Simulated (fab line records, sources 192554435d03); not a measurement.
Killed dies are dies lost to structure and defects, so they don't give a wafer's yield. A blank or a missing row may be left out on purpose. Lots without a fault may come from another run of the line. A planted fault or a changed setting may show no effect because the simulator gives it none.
Problem report in the 8D (eight disciplines) form, filled by code | flow n5_finfet | the parts of the form that need people (team, actions taken, sign-off) are left out

1. THE PROBLEM
etch_rf_on_time_s at N5_BEOL_M2_ETCH_77 reads a mean of 7.16 s on 9 wafers of 3 lots; wafers without a fault read 5.23 s with a standard deviation of 0.13. That is +15 standard deviations from the usual mean.
The step: etches underlayer in N2/H2, target depth 6.5 nm, time 5.2 s.
First seen on wafer L264.3, day 8 06:47, on rie_diel-05. The record holds 27 wafers of 9 lots with a number at this step. Rule for "out", or "out of limits": more than 4 standard deviations from the usual mean. The other wafers with a number count as sound.

2. WHAT IT IS AND WHAT IT IS NOT
question                    | is                     | is not
which readings at this step | etch_rf_on_time_s      | drypump_motor_current_A, rf_vpp_V, showerhead_plenum_p_Torr, throttle_valve_pct
which lots                  | L264, L265, L267       | L261, L269, L274, L278, L279, L281
which wafers of those lots  | all that have a number | -
read on which tools         | rie_diel-05            | rie_diel-01, rie_diel-06
when                        | from day 8 06:47       | up to then (3 sound wafers); but 15 sound wafers of L269, L274, L278, L279, L281 came after

3. SUSPECTS, AND WHAT RULES EACH OUT
Counting: a tool at a process step up to the reading stays a suspect if it ran every lot that is out and no sound lot after the first of them.
- rie_diel-05 at N5_BEOL_M2_ETCH_77 (etches underlayer in N2/H2, target depth 6.5 nm, time 5.2 s): ruled out as a lasting fault. Sound lots L278, L281 ran on it after its first lot that is out, L264 (day 8 06:47).
Left after counting: nothing in the record.

4. THE CAUSE (what the simulator had put in)
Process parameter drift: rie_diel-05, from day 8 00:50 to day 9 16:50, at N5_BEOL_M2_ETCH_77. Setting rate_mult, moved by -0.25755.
Counting ruled it out, wrongly.

5. THE CHAIN OF EFFECTS, in route order
Each row: a reading whose mean over the struck wafers that have a number lies more than 3 standard deviations from the usual. Only readings for which the record gives a usual standard deviation are gone through. hours: the time from each lot's start at the first step in this table that gives one to its start at this step, as a median over the lots. sigmas: the change in usual standard deviations.
hours | step               | reading           | usual  | on struck wafers | change | sigmas
0     | N5_BEOL_M2_ETCH_77 | etch_rf_on_time_s | 5.23 s | 7.16             | +1.93  | +15
The process steps in it:
- N5_BEOL_M2_ETCH_77: etches underlayer in N2/H2, target depth 6.5 nm, time 5.2 s.
Later measuring or inspecting steps at which every struck wafer that the step has a row for has a number for every such reading, and none has moved that far: N5_BEOL_M4_RC_MEAS_101.

6. WHAT WOULD HAVE CAUGHT IT SOONER
In this record the first reading out of limits was taken at day 8 06:47, 6 hours after the fault began at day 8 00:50.
